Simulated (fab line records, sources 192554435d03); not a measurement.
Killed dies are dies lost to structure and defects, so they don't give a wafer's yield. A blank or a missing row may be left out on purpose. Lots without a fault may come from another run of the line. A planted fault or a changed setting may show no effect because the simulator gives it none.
Split-lot experiment | flow n5_finfet | 7 lots, 21 wafers read, on a route of 1938 steps

THE SPLIT
At N5_BEOL_M14_ILD_DEP_00 (deposits SiO2 from TEOS/O2, target thk 1119.3 nm, time 237.4 s), the setting time_s was moved away from the recipe's 237.4 s on 10 of the 21 wafers read, by -7.0% to +13.1%. The other wafers ran this setting at the recipe's value.

The file shows no step between the split and the reading.

THE READING
M14_ILD_THK, in nm, at N5_BEOL_M14_THK_MEAS_01. Fault-free wafers of this fab line usually give 1119 nm, standard deviation 15 nm.

wafer  | tool, chamber at the split | time_s as run, s | against the recipe | M14_ILD_THK, nm | against lot-mates on the recipe
L074.1 | pecvd-04, 0                | 268.6            | +13.1%             | 1264            | +156
L074.3 | pecvd-04, 2                | 237.4            | recipe             | 1108            | -
L074.4 | pecvd-04, 1                | 268.6            | +13.1%             | 1290            | +182
L077.1 | pecvd-03, 2                | 220.9            | -7.0%              | 1013            | no lot-mate on the recipe
L077.4 | pecvd-03, 0                | 220.9            | -7.0%              | 1038            | no lot-mate on the recipe
L077.5 | pecvd-03, 1                | 220.9            | -7.0%              | 1045            | no lot-mate on the recipe
L079.2 | pecvd-03, 0                | 265.6            | +11.9%             | 1237            | +103
L079.3 | pecvd-03, 1                | 265.6            | +11.9%             | 1247            | +113
L079.6 | pecvd-03, 2                | 237.4            | recipe             | 1134            | -
L076.1 | pecvd-01, 1                | 237.4            | recipe             | 1095            | -
L076.2 | pecvd-01, 0                | 237.4            | recipe             | 1084            | -
L076.5 | pecvd-01, 2                | 237.4            | recipe             | 1097            | -
L084.1 | pecvd-01, 0                | 237.4            | recipe             | 1111            | -
L084.3 | pecvd-01, 2                | 237.4            | recipe             | 1118            | -
L084.4 | pecvd-01, 0                | 221.7            | -6.6%              | 1057            | -58
L090.1 | pecvd-03, 0                | 237.4            | recipe             | 1117            | -
L090.2 | pecvd-03, 1                | 226.9            | -4.4%              | 1063            | -68
L090.6 | pecvd-03, 1                | 237.4            | recipe             | 1145            | -
L091.1 | pecvd-03, 0                | 252.7            | +6.4%              | 1194            | +78
L091.3 | pecvd-03, 2                | 237.4            | recipe             | 1106            | -
L091.6 | pecvd-03, 0                | 237.4            | recipe             | 1126            | -

THE FIT
A straight line over all 21 wafers: M14_ILD_THK changes by +11.6 nm for each +1% of time_s; r = +0.98; the points scatter about the line by 16 nm.
The same after taking each lot's own level away (the mean of its wafers on the recipe; 18 wafers): +11.2 nm for each +1%; r = +0.98; scatter 16 nm.
On that fit, the largest move of time_s shifts the reading by 1.5e+02 nm.
The lots' own levels span 1092.0 to 1134.0 nm, that is 2.8 times the standard deviation above.
So the lot-to-lot level changes the slope little: the two slopes agree.
Check: with one of the wafers moved furthest among these (+13.1%) left out of the fit, the line predicts +144 nm for it against its lot-mates. It came out at +156 nm against them.

OTHER SPLITS ON THESE WAFERS
These wafers also went through other splits before the reading. Each is held against what the fit with the lots' levels taken away leaves over:
other split on the same wafers | wafers away from the commonest value | r with M14_ILD_THK (lot level and that fit taken away)
N5_BEOL_M12_EXPOSE_07 dose_mj  | 3                                    | -0.16
N5_BEOL_M13_COAT_04 spin_rpm   | 6                                    | +0.02

THE WHOLE CHAIN: every reading that the file lists as answering this split, in the file's order
step                    | what it does                                                   | reading                                                                             | change (the file's fit)              | r (the file's)
N5_BEOL_M14_ILD_DEP_00  | deposits SiO2 from TEOS/O2, target thk 1119.3 nm, time 237.4 s | SiO2_of_BEOL_M14_ILD_DEP_00.thk_nm (the simulator's own value, which no gauge read) | +11.2 nm for each +1% of the setting | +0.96
N5_BEOL_M14_THK_MEAS_01 |                                                                | M14_ILD_THK                                                                         | +11.2 for each +1% of the setting    | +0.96
N5_BEOL_M14_VIA_ETCH_16 | etches SiO2 in C4F8/O2/Ar, target depth 1231.3 nm              | etch.depth_nm (the simulator's own value, which no gauge read)                      | +11.2 nm for each +1% of the setting | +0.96
N5_BEOL_M14_VIA_ETCH_16 | etches SiO2 in C4F8/O2/Ar, target depth 1231.3 nm              | coat_of_BEOL_M14_COAT_04.thk_nm (the simulator's own value, which no gauge read)    | -2.8 nm for each +1% of the setting  | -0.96

THE FILE'S OWN FIT
M14_ILD_THK changes by +11.2 nm for each +1% of time_s, r = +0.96.
